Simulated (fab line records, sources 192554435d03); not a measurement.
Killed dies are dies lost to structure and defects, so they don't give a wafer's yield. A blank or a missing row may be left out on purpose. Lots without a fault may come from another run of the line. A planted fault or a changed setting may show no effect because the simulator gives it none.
fab line records | flow n5_finfet
record lots=6 wafers=18 last_day=17
route steps=1938 shown GATE_CUT@488 BEOL_M4@1111
lots that met no fault: from a run of the same line without faults
start_h: hours from the record's first day to the start of the lot's first wafer shown | wait_h: hours since the lot's step before | " the same as in the row above | L1.1+2: a row that stands for several wafers | - no value, or no start given | * or withheld: withheld | < > ~ a bound
route shown NAME@n: a module of which the file shows steps, and the number in the route of the first | usual: mean/standard deviation of fault-free wafers | same: alike in all rows | chamber/n: place in a boat | sites: the reading at each site | _std_site: their standard deviation | _edge_site: outer sites' mean less inner sites' | radius_mm: how far each site lies from the wafer's centre | mask NAME#n: copy n | behind: the tool/chamber that last shaped the wafer | hold: why the lot was held/for how many hours/how that ended | device: the transistor (n, p or np) that didn't switch | end of line: the same wafers' tests at the end of the route | a step without rows: its recipe alone | killed: dies lost to structure and defects at the first sort, not the wafer's yield | map: a wafer's dies, x killed, . not, _ none there
set.NAME: the setting as run; set.NAME@STEP: as run at that earlier step | model.NAME: the simulator's own value behind a step, which no gauge read
lots at some steps of the route; a table a step, a row a wafer
services: from which hour (start_h, from the record's first day; less than 0 if before it) a tool's chamber was out of use, for how many hours, and why
## steps
# step N5_GATE_CUT_OVL_MEAS_14
# recipe points_per_wafer=522
# usual GATE_CUT_OVL=-0.4/0.61
# columns lot.wafer tool chamber start_h wait_h GATE_CUT_OVL[nm]
L611.1 overlay-01 0 103.70 0.0 0.0
L611.4 " 0 " " -1.1
L611.5 " 0 " " -0.6
L617.1 overlay-01 0 135.85 0.0 -0.5
L617.2 " 0 " " -0.7
L617.3 " 0 " " -0.5
L625.3 overlay-01 0 186.85 0.0 -0.4
L625.5 " 0 " " 0.7
L625.6 " 0 " " -0.3
L626.1 overlay-01 0 190.85 0.0 -0.8
L626.5 " 0 " " -0.4
L626.6 " 0 " " -0.7
L629.1 overlay-01 0 210.97 0.0 0.2
L629.2 " 0 " " 0.1
L629.5 " 0 " " 0.0
L630.1 overlay-02 0 216.67 0.0 -0.9
L630.2 " 0 " " 0.1
L630.4 " 0 " " -1.1
# step N5_GATE_CUT_INSPECT_15
# recipe mode=adi inspect_instrument=brightfield
# usual raw_defect_count=130/41
# columns lot.wafer tool chamber start_h wait_h raw_defect_count
L611.1 defect_inspect-01 - 103.76 0.1 120
L611.4 " - " " 81
L611.5 " - " " 75
L617.1 defect_inspect-02 - 135.91 0.1 109
L617.2 " - " " 123
L617.3 " - " " 72
L625.3 defect_inspect-02 - 186.89 0.0 114
L625.5 " - " " 82
L625.6 " - " " 145
L626.1 defect_inspect-01 - 190.91 0.1 104
L626.5 " - " " 104
L626.6 " - " " 83
L629.1 defect_inspect-02 - 211.02 0.1 164
L629.2 " - " " 188
L629.5 " - " " 167
L630.1 defect_inspect-02 - 216.73 0.1 87
L630.2 " - " " 186
L630.4 " - " " 242
# step N5_GATE_CUT_DESCUM_18
# recipe chemistry=O2 time_s=7 source_power_w=50 bias_power_w=20 pressure_mtorr=20 rf_frequency_hz=2.712e+07 temp_c=40 resist=CAR-EUV o2_flow_sccm=225
# usual drypump_motor_current_A=5.9/0.56 oes_product_au=0.82/0.079 rf_vpp_V=243.7/1.3 showerhead_plenum_p_Torr=2.12/0.066 throttle_valve_pct=20.40/0.24
# columns lot.wafer tool chamber start_h wait_h drypump_motor_current_A oes_product_au rf_hours_counter_h rf_vpp_V showerhead_plenum_p_Torr throttle_valve_pct
L611.1 rie_diel-05 0 103.79 0.0 5.6 0.82 77 245.0 2.21 20.10
L611.4 " 2 " " 5.2 0.76 - 243.1 2.09 20.21
L611.5 " 0 " " 5.7 0.82 - 244.7 2.21 20.13
L617.1 rie_diel-01 0 136.15 0.2 6.8 0.87 45 242.4 2.22 20.39
L617.2 " 2 " " 5.3 0.99 2 242.6 2.05 20.36
L617.3 " 1 " " 5.5 0.89 59 243.9 2.14 20.02
L625.3 rie_diel-05 3 187.72 0.8 6.3 0.81 100 244.9 2.11 20.79
L625.5 " 3 " " 6.3 0.81 - 243.4 2.11 20.78
L625.6 " 0 " " 5.7 0.79 - 243.8 2.20 20.16
L626.1 rie_diel-04 2 191.17 0.3 6.5 0.75 139 240.5 1.99 20.70
L626.5 " 0 " " 6.5 0.70 - 244.3 2.14 20.50
L626.6 " 3 " " 5.4 0.68 - 244.1 2.13 20.29
L629.1 rie_diel-04 2 211.06 0.0 6.5 0.73 146 242.8 1.99 20.72
L629.2 " 1 " " 5.6 0.77 124 243.2 2.12 20.50
L629.5 " 1 " " 5.6 0.77 - 243.3 2.12 20.50
L630.1 rie_diel-05 0 217.02 0.3 5.7 0.79 113 245.5 2.19 20.16
L630.2 " 1 " " 5.8 0.73 163 240.1 2.00 20.72
L630.4 " 3 " " 6.3 0.80 108 244.5 2.10 20.80
# step N5_GATE_CUT_ETCH_28
# recipe chemistry=N2/H2 target=underlayer target_depth_a=130 mask_material=CAR-EUV time_s=10.4 ion_energy_ev=200 pressure_mtorr=30 source_w=840 bias_w=150 n2_flow_sccm=200 h2_flow_sccm=200 ends=cleared
# usual drypump_motor_current_A=5.9/0.56 etch_rf_on_time_s=10.36/0.27 oes_product_au=0.70/0.068 rf_fwd_power_W=819.1/2.4 rf_vpp_V=524.9/2.3 showerhead_plenum_p_Torr=2.59/0.083 throttle_valve_pct=17.86/0.24
# columns lot.wafer tool chamber start_h wait_h drypump_motor_current_A etch_rf_on_time_s oes_product_au rf_fwd_power_W rf_hours_counter_h rf_vpp_V showerhead_plenum_p_Torr throttle_valve_pct
L611.1 rie_diel-05 0 103.83 0.0 5.7 10.37 0.70 817.4 77 526.6 2.68 17.57
L611.4 " 2 " " 5.2 10.58 0.64 820.6 - 525.7 2.55 17.75
L611.5 " 0 " " 5.7 10.35 0.70 818.1 - 528.8 2.68 17.56
L617.1 rie_diel-01 0 136.18 0.0 6.8 10.46 0.75 820.7 45 527.7 2.72 17.83
L617.2 " 2 " " 5.4 10.31 0.84 824.6 2 522.1 2.49 17.70
L617.3 " 1 " " 5.5 9.94 0.76 820.7 59 525.5 2.59 17.47
L625.3 rie_diel-05 3 187.75 0.0 6.3 10.43 0.69 817.0 100 525.3 2.55 18.19
L625.5 " 3 " " 6.3 10.39 0.69 819.7 - 524.3 2.55 18.18
L625.6 " 0 " " 5.7 10.26 0.69 824.3 - 528.0 2.67 17.61
L626.1 rie_diel-04 2 191.20 0.0 6.5 10.40 0.64 819.4 139 520.9 2.44 18.17
L626.5 " 0 " " 6.5 10.54 0.59 819.9 - 526.9 2.63 18.16
L626.6 " 3 " " 5.4 10.64 0.58 818.0 - 526.7 2.61 17.87
L629.1 rie_diel-04 2 211.09 0.0 6.4 10.58 0.62 819.0 146 520.1 2.44 18.18
L629.2 " 1 " " 5.6 10.55 0.64 818.9 124 524.6 2.57 18.07
L629.5 " 1 " " 5.6 10.52 0.65 819.1 - 522.7 2.57 18.06
L630.1 rie_diel-05 0 217.05 0.0 5.7 10.26 0.67 822.2 113 527.0 2.67 17.64
L630.2 " 1 " " 5.8 10.80 0.62 819.9 163 522.5 2.43 18.14
L630.4 " 3 " " 6.3 10.45 0.68 814.5 108 525.8 2.54 18.20
# step N5_GATE_CUT_ETCH_36
# recipe chemistry=CF4 target=SiARC target_depth_a=130 mask_material=CAR-EUV time_s=21.7 ion_energy_ev=80 pressure_mtorr=40 source_w=545 bias_w=36 Ar_flow_sccm=100 cf4_flow_sccm=100 ends=cleared
# step N5_GATE_CUT_ETCH_37
# recipe chemistry=N2/H2 target=SOC target_depth_a=600 overetch_a=120 mask_material=SiARC temp_c=40 time_s=90 ion_energy_ev=200 pressure_mtorr=30 source_w=840 bias_w=150 n2_flow_sccm=200 h2_flow_sccm=200
# usual drypump_motor_current_A=5.9/0.56 oes_product_au=0.73/0.066 rf_fwd_power_W=834/3 rf_vpp_V=524.9/2.3 showerhead_plenum_p_Torr=2.59/0.083 throttle_valve_pct=17.83/0.24
# columns lot.wafer tool chamber start_h wait_h drypump_motor_current_A oes_product_au rf_fwd_power_W rf_hours_counter_h rf_vpp_V showerhead_plenum_p_Torr throttle_valve_pct
L611.1 rie_diel-05 0 103.87 0.0 5.7 0.74 836 77 528.3 2.68 17.53
L611.4 " 2 " " 5.2 0.68 833 - 522.0 2.55 17.74
L611.5 " 0 " " 5.7 0.73 833 - 527.4 2.68 17.52
L617.1 rie_diel-01 0 136.23 0.0 6.7 0.79 832 45 527.6 2.72 17.78
L617.2 " 2 " " 5.3 0.88 837 2 523.3 2.49 17.66
L617.3 " 1 " " 5.5 0.77 832 59 522.6 2.59 17.44
L625.3 rie_diel-05 3 187.80 0.0 6.3 0.72 836 100 524.2 2.55 18.14
L625.5 " 3 " " 6.3 0.72 837 - 524.2 2.55 18.16
L625.6 " 0 " " 5.7 0.70 835 - 526.4 2.67 17.59
L626.1 rie_diel-04 2 191.25 0.0 6.5 0.66 833 139 521.2 2.44 18.14
L626.5 " 0 " " 6.5 0.62 835 - 524.7 2.63 18.13
L626.6 " 3 " " 5.4 0.62 827 - 525.4 2.61 17.86
L629.1 rie_diel-04 2 211.14 0.0 6.5 0.67 832 146 522.9 2.44 18.18
L629.2 " 1 " " 5.6 0.68 836 124 523.2 2.57 18.02
L629.5 " 1 " " 5.6 0.69 839 - 524.0 2.57 18.02
L630.1 rie_diel-05 0 217.10 0.0 5.7 0.69 836 113 526.5 2.67 17.59
L630.2 " 1 " " 5.8 0.66 839 163 521.2 2.43 18.13
L630.4 " 3 " " 6.3 0.72 834 108 525.2 2.54 18.18
# step N5_GATE_CUT_STRIP_38
# recipe chemistry=N2/H2 temp_c=40 n2_flow_sccm=200 h2_flow_sccm=200 rf_frequency_hz=6e+07
# step N5_GATE_CUT_STRIP_39
# recipe chemistry=N2/H2 temp_c=40 n2_flow_sccm=200 h2_flow_sccm=200 rf_frequency_hz=6e+07
# step N5_GATE_CUT_HM_OPEN_40
# recipe chemistry=C4F6/O2 target=SiO2 mask_material=SiARC target_depth_a=1390 time_s=85.1 ion_energy_ev=250 pressure_mtorr=30 source_w=345 bias_w=185 Ar_flow_sccm=300 C4F6_flow_sccm=10 O2_flow_sccm=10 ends=cleared
# usual C4F6_flow_sccm=10.00/0.032 drypump_motor_current_A=5.9/0.56 etch_rf_on_time_s=93.4/1.8 oes_o_777_au=0.81/0.079 oes_product_au=0.73/0.071 rf_vpp_V=668/17 showerhead_plenum_p_Torr=2.89/0.072 throttle_valve_pct=20.9/0.31
# columns lot.wafer tool chamber start_h wait_h C4F6_flow_sccm drypump_motor_current_A etch_rf_on_time_s oes_o_777_au oes_product_au rf_hours_counter_h rf_vpp_V showerhead_plenum_p_Torr throttle_valve_pct
L611.1 rie_diel-05 0 103.96 0.0 10.00 5.7 92.6 0.80 0.74 77 691 2.99 20.6
L611.4 " 2 " " 9.97 5.2 94.0 0.73 0.68 - 659 2.85 20.8
L611.5 " 0 " " 9.97 5.7 93.2 0.80 0.74 - 691 2.99 20.6
L617.1 rie_diel-01 0 136.31 0.0 10.02 6.7 93.3 0.83 0.79 45 680 2.99 20.8
L617.2 " 2 " " 9.99 5.3 92.3 0.97 0.89 2 679 2.81 21.0
L617.3 " 1 " " 10.02 5.5 91.0 0.87 0.80 59 667 2.88 20.4
L625.3 rie_diel-05 3 187.88 0.0 10.00 6.3 94.5 0.83 0.73 100 641 2.88 21.4
L625.5 " 3 " " 10.03 6.3 95.0 0.83 0.73 - 641 2.88 21.4
L625.6 " 0 " " 9.94 5.7 92.6 0.77 0.72 - 690 2.98 20.7
L626.1 rie_diel-04 2 191.33 0.0 9.98 6.5 92.2 0.72 0.67 139 652 2.77 21.5
L626.5 " 0 " " 9.97 6.5 93.9 0.67 0.63 - 689 2.92 21.1
L626.6 " 3 " " 10.05 5.3 95.0 0.69 0.62 - 675 2.91 20.9
L629.1 rie_diel-04 2 211.22 0.0 9.93 6.5 94.8 0.72 0.66 146 652 2.77 21.5
L629.2 " 1 " " 9.98 5.5 95.1 0.80 0.69 124 635 2.87 21.0
L629.5 " 1 " " 10.01 5.6 95.5 0.80 0.69 - 636 2.87 21.0
L630.1 rie_diel-05 0 217.18 0.0 10.01 5.7 92.9 0.77 0.71 113 691 2.98 20.7
L630.2 " 1 " " 9.97 5.8 93.6 0.72 0.66 163 657 2.73 21.2
L630.4 " 3 " " 10.02 6.3 98.0 0.81 0.72 108 641 2.88 21.4
# step N5_GATE_CUT_STRIP_41
# recipe chemistry=CF4 resist=SiARC power_w=300 bias_power_w=75 pressure_mtorr=50 cf4_flow_sccm=150 rf_frequency_hz=6e+07
# usual drypump_motor_current_A=5.9/0.56 oes_product_au=0.187/0.017 rf_vpp_V=271.7/1.3 showerhead_plenum_p_Torr=1.82/0.055 throttle_valve_pct=13.50/0.25
# columns lot.wafer tool chamber start_h wait_h drypump_motor_current_A oes_product_au rf_hours_counter_h rf_vpp_V showerhead_plenum_p_Torr throttle_valve_pct
L611.1 rie_diel-05 0 104.02 0.0 5.7 0.189 77 273.3 1.91 13.36
L611.4 " 2 " " 5.2 0.172 - 268.9 1.80 13.44
L611.5 " 0 " " 5.7 0.181 - 273.5 1.91 13.34
L617.1 rie_diel-01 0 136.37 0.0 6.8 0.201 45 273.1 1.89 13.38
L617.2 " 2 " " 5.3 0.227 2 270.4 1.74 13.27
L617.3 " 1 " " 5.5 0.203 59 272.5 1.82 13.10
L625.3 rie_diel-05 3 187.95 0.0 6.3 0.186 100 271.7 1.82 13.95
L625.5 " 3 " " 6.3 0.182 - 271.1 1.82 13.93
L625.6 " 0 " " 5.7 0.186 - 273.8 1.90 13.41
L626.1 rie_diel-04 2 191.39 0.0 6.5 0.165 139 270.2 1.73 13.84
L626.5 " 0 " " 6.5 0.168 - 272.3 1.84 13.83
L626.6 " 3 " " 5.4 0.159 - 271.9 1.84 13.66
L629.1 rie_diel-04 2 211.28 0.0 6.4 0.168 146 270.0 1.72 13.88
L629.2 " 1 " " 5.6 0.179 124 271.9 1.79 13.49
L629.5 " 1 " " 5.5 0.175 - 271.6 1.79 13.50
L630.1 rie_diel-05 0 217.24 0.0 5.7 0.177 113 272.6 1.90 13.44
L630.2 " 1 " " 5.8 0.169 163 269.9 1.71 13.76
L630.4 " 3 " " 6.3 0.182 108 270.7 1.82 13.95
# step N5_GATE_CUT_STRIP_42
# recipe chemistry=O2 power_w=400 temp_c=40 pressure_mtorr=30 rf_frequency_hz=6e+07 bias_power_w=0 overash_fraction=0.3 o2_flow_sccm=225
# step N5_GATE_CUT_ETCH_19
# recipe chemistry=CH3F/O2 target=SiNx mask_material=SiO2 target_depth_a=537 time_s=76.7 pressure_mtorr=30 source_w=395 bias_w=73 Ar_flow_sccm=150 CH3F_flow_sccm=30 O2_flow_sccm=20 ion_energy_ev=120 ends=cleared
# step N5_GATE_CUT_CUT_ETCH_53
# recipe chemistry=SF6/Cl2 target=W mask_material=SiO2 target_depth_a=792 pressure_mtorr=8 icp_w=900 bias_w=80 SF6_flow_sccm=40 Cl2_flow_sccm=60 ends=cleared
# usual drypump_motor_current_A=5.61/0.25 etch_rf_on_time_s=25.99/0.29 oes_product_au=0.65/0.064 rf_fwd_power_W=878/3 throttle_valve_pct=28.94/0.23
# columns lot.wafer tool chamber start_h wait_h drypump_motor_current_A etch_rf_on_time_s oes_product_au rf_fwd_power_W rf_hours_counter_h throttle_valve_pct
L611.1 rie_metal-01 1 104.19 0.1 5.66 25.56 0.57 877 116 29.43
L611.4 " 1 " " 5.64 25.55 0.57 878 - 29.43
L611.5 " 0 " " 6.01 26.35 0.65 875 - 28.81
L617.1 rie_metal-02 0 136.54 0.1 5.58 25.84 0.74 878 32 28.85
L617.2 " 1 " " 5.52 25.76 0.58 873 105 28.81
L617.3 " 1 " " 5.49 25.72 0.58 873 - 28.80
L625.3 rie_metal-02 0 188.14 0.1 5.56 21.53 0.81 1092 - 28.85
L625.5 " 0 " " 5.58 21.48 0.81 1095 - 28.86
L625.6 " 1 " " 5.52 25.58 0.57 882 - 28.79
L626.1 rie_metal-02 1 191.56 0.1 5.54 25.75 0.57 880 109 28.80
L626.5 " 0 " " 5.56 21.70 0.81 1092 - 28.85
L626.6 " 1 " " 5.52 25.87 0.58 879 - 28.79
L629.1 rie_metal-01 0 211.45 0.1 6.00 26.11 0.63 882 74 28.81
L629.2 " 1 " " 5.64 25.52 0.56 878 126 29.46
L629.5 " 0 " " 5.99 25.95 0.63 884 - 28.82
L630.1 rie_metal-03 1 217.41 0.1 5.13 26.23 0.68 874 39 28.88
L630.2 " 0 " " 5.74 26.18 0.68 872 58 28.95
L630.4 " 0 " " 5.75 26.22 0.67 876 - 28.96
# step N5_GATE_CUT_CUT_ETCH_54
# recipe chemistry=Cl2/BCl3 target=TiN mask_material=SiO2 target_depth_a=967 pressure_mtorr=10 icp_w=1000 bias_w=126 Cl2_flow_sccm=53.25 bcl3_flow_sccm=21.75 Ar_flow_sccm=25 ends=cleared
# step N5_BEOL_M4_RC_MEAS_101
# usual DIBL_N=36.3/1.6 DIBL_P=36.2/2 IOFF_N=0.160/0.028 IOFF_P=0.21/0.036 ION_N=677/11 ION_P=465/6.9 SS_N=71.5/0.55 SS_P=73.3/0.64 VT_N=250/3 VT_P=-250/3.5
# columns lot.wafer tool chamber start_h wait_h DIBL_N[mV/V] DIBL_P[mV/V] IOFF_N[nA/um] IOFF_P[nA/um] ION_N[uA/um] ION_P[uA/um] SS_N[mV/dec] SS_P[mV/dec] VT_N[mV] VT_P[mV]
L611.1 prober-01 0 193.36 0.0 37.1 35.3 0.159 0.23 689 486 71.8 72.2 246 -245
L611.4 " 0 " " 35.4 34.0 0.129 0.21 667 468 71.3 72.1 249 -247
L611.5 " 0 " " 35.2 33.4 0.137 0.21 682 480 70.3 72.2 250 -247
L617.1 prober-01 0 230.68 0.0 36.1 37.4 0.149 0.25 661 461 72.0 73.7 252 -247
L617.2 " 0 " " 36.0 36.1 0.145 0.22 676 469 71.0 72.5 251 -249
L617.3 " 0 " " 39.1 41.1 0.211 0.32 675 471 72.6 74.5 245 -241
L625.3 prober-02 0 277.06 0.3 36.4 37.5 0.163 0.22 686 468 71.4 73.2 249 -251
L625.5 " 0 " " 33.8 33.3 0.114 0.17 658 459 70.8 72.3 256 -254
L625.6 " 0 " " 34.0 35.1 0.117 0.18 658 459 71.4 73.5 253 -255
L626.1 prober-01 0 280.45 0.0 36.8 37.4 0.160 0.21 682 469 71.9 73.5 252 -250
L626.5 " 0 " " 36.4 37.4 0.142 0.20 667 465 71.4 73.9 252 -250
L626.6 " 0 " " 37.4 38.1 0.176 0.22 680 465 72.3 73.5 249 -249
L629.1 prober-02 0 300.11 0.0 33.7 34.0 0.133 0.18 688 476 71.1 72.9 251 -252
L629.2 " 0 " " 36.8 37.3 0.173 0.23 677 471 71.3 73.4 249 -247
L629.5 " 0 " " 34.8 35.1 0.150 0.20 670 464 71.4 73.5 250 -247
L630.1 prober-01 0 305.74 0.0 36.5 35.4 0.156 0.21 681 467 71.1 73.1 248 -250
L630.2 " 0 " " 37.6 36.3 0.190 0.23 700 480 71.7 73.4 246 -249
L630.4 " 0 " " 38.0 37.8 0.199 0.25 698 476 72.2 74.3 245 -248
## services
# columns tool chamber start_h hours kind
rie_metal-02 - 86.51 0.1 repair
rie_diel-05 1 95.99 7.9 repair
rie_diel-01 2 104.60 - clean
rie_diel-01 2 104.60 - consumable_replace:focus_ring
rie_diel-01 2 104.60 26.7 scheduled_down
rie_diel-01 2 104.60 26.7 vent_cycle
rie_diel-01 3 108.65 45.3 repair
rie_metal-01 - 117.96 0.2 repair
rie_diel-05 0 121.56 1.7 repair
rie_metal-03 1 155.58 8.0 repair
rie_metal-01 1 186.18 2.5 repair
rie_diel-04 3 202.30 - clean
rie_diel-04 3 202.30 - consumable_replace:focus_ring
rie_diel-04 3 202.30 28.8 scheduled_down
rie_diel-04 3 202.30 28.8 vent_cycle
rie_diel-01 - 206.39 0.5 repair
## key
first_sign step=N5_GATE_CUT_CUT_ETCH_53 reading=rf_fwd_power_W direction=up sigmas=71 usual=* struck=*
effect step=N5_GATE_CUT_CUT_ETCH_53 reading=etch_rf_on_time_s direction=down sigmas=15 usual=* struck=*
met_at N5_GATE_CUT_CUT_ETCH_53
struck_wafers L625.3,L625.5,L626.5
baseline_loss step=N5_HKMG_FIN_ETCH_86 wafers=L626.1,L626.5
onset_between 136.54 188.14
fault kind=process_parameter_drift tool=rie_metal-02 chamber=0 onset_h=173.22 steps=N5_GATE_CUT_CUT_ETCH_53 channel=icp_w offset=216 shape=step end_h=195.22 acts_in=these_recipes_only stated=900
# baseline_loss: these wafers lose ten dies or more at that step, a loss of the line's own and not of a fault; the sort's usual values leave them out
